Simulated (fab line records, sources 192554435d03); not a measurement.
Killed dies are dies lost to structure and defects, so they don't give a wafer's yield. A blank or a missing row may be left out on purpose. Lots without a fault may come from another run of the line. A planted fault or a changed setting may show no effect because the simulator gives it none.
A struck lot beside a sound one | flow n5_finfet | 16 steps out of a route of 1938
Sound: wafers L383.2, L383.4, L383.6. Struck: wafer L379.6. (L379.5 of the same lot was not struck and is left out.) The cause comes at the end.
At each step with rows: each side's tool, then ch and its chambers, then its first start. Under that, the readings that differ: sound wafers | struck wafers | difference of the means | sigmas: that difference in standard deviations of wafers without a fault.
alike: readings whose means differ by less than 2 such deviations, and words and numbers that are the same on both sides. not compared: withheld readings, readings that some wafer has no value for, bounds like >300 that may hide the same value, and numbers for which the record gives no deviation and whose values overlap.
The two part at a step that has a row with sigmas, a row that says differs or no value, or rows on one side only. Numbers that don't overlap but have no deviation are shown without sigmas and don't part them. A reading that every wafer of one side lacks parts them only if that side has two wafers or more.

first, 1 step without rows for these wafers: N5_HKMG_FIN_ETCH_86 (etches SOC in N2/H2, stops on TiN, target depth 393.2 nm).
N5_HKMG_FIN_STRIP_89: strips SOC in N2/H2, time 20 s.
  sound on rie_diel-05 ch 1,2,3, day 8 16:40; struck on rie_diel-05 ch 1, day 7 16:23
  alike: drypump_motor_current_A, h2_flow_sccm, oes_product_au, power_w, rf_vpp_V, showerhead_plenum_p_Torr, temp_c, throttle_valve_pct
  not compared: rf_hours_counter_h
then, 1 step without rows for these wafers: N5_HKMG_FIN_WET_ETCH_87 (etches TiN in SC1, time 154.2 s, target depth 4.7 nm, rinse time 30 s).
N5_HKMG_FIN_STRIP_88: strips in N2/H2, time 360 s.
  sound on plasma_asher-02 ch 0, day 8 16:52; struck on plasma_asher-02 ch 0, day 7 16:46
  alike: drypump_motor_current_A, h2_flow_sccm, heater_power_w, temp_c
  not compared: rf_hours_counter_h
N5_HKMG_FIN_NWFM_ALD_20: deposits TiAlC, target thk 2 nm, pulse time 3 s, purge time 2 s.
  sound on ald_metal-02 ch 0,1, day 8 17:16; struck on ald_metal-03 ch 3, day 7 16:58
  alike: heater_power_w, precursor_pulse_height_rel
  not compared: ald_cycles
then, 2 steps without rows for these wafers: N5_HKMG_FIN_ALD_71 (deposits TiN, target thk 1 nm, pulse time 1 s, purge time 3 s); N5_HKMG_FIN_COAT_66 (time 60 s, resist thk 300 nm).
N5_HKMG_FIN_ETCH_67: etches SOC in N2/H2, stops on TiN, target depth 388.9 nm.
  sound on rie_diel-05 ch 0,2, day 8 17:41; struck on rie_diel-06 ch 3, day 7 17:23
  alike: drypump_motor_current_A, h2_flow_sccm, oes_product_au, rf_vpp_V, showerhead_plenum_p_Torr, throttle_valve_pct
  not compared: rf_hours_counter_h
then, 3 steps without rows for these wafers: N5_HKMG_FIN_STRIP_90 (strips SOC in N2/H2, time 20 s); N5_HKMG_FIN_WET_ETCH_73 (etches the open film in SC1, time 42.3 s, target depth 1.3 nm, rinse time 30 s); N5_HKMG_FIN_ETCHBACK_68 (etches the open film in Cl2/Ar, stops on HfO2, target depth 0.5 nm).
N5_HKMG_FIN_STRIP_69: strips in N2/H2, time 360 s.
  sound on plasma_asher-02 ch 0,1, day 8 18:03; struck on plasma_asher-02 ch 0, day 7 17:57
  alike: drypump_motor_current_A, h2_flow_sccm, heater_power_w, temp_c
  not compared: rf_hours_counter_h
N5_HKMG_FIN_ALD_21: deposits TiN, target thk 1.5 nm, pulse time 1 s, purge time 3 s.
  sound on ald_metal-04 ch 0,1,2, day 8 18:26; struck on ald_metal-03 ch 2, day 7 18:16
  reading                                  | sound       | struck | difference | sigmas
  ald_cycles                               | 68 68 68    | 108    | +40        |
  heater_power_w (W)                       | 654 810 858 | 1020   | +246       | +3
  model.TiN_of_HKMG_FIN_ALD_21.thk_nm (nm) | 1.4 1.4 1.4 | 2.4    | +1.0       |
  alike: precursor_pulse_height_rel
then, 1 step without rows for these wafers: N5_HKMG_FIN_ALD_72 (deposits W, target thk 2 nm, pulse time 1 s, purge time 2 s).
-- the record jumps here: 6 days lie between the struck wafers' starts before and after (it left off in module HKMG_FIN and takes up again in module BEOL_M4, whose first step shown is number 1111 of the route) --
N5_BEOL_M4_RC_MEAS_101:
  sound on prober-02 ch 0, day 14 18:24; struck on prober-01 ch 0, day 13 10:33
  alike: DIBL_N, DIBL_P, IOFF_N, IOFF_P, ION_N, ION_P, SS_N, SS_P, VT_N, VT_P
N5_PASSIVATION_PROBE_49:
  the record has rows for the sound wafers here (prober-01, day 20 12:19) and none for the struck ones

WHERE THEY PART
First at N5_HKMG_FIN_ALD_21; last, within this record, at N5_PASSIVATION_PROBE_49.

WHY: what the simulator had put in
Process parameter drift: ald_metal-03, from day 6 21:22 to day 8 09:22, at N5_HKMG_FIN_ALD_21. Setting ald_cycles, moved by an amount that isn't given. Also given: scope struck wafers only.
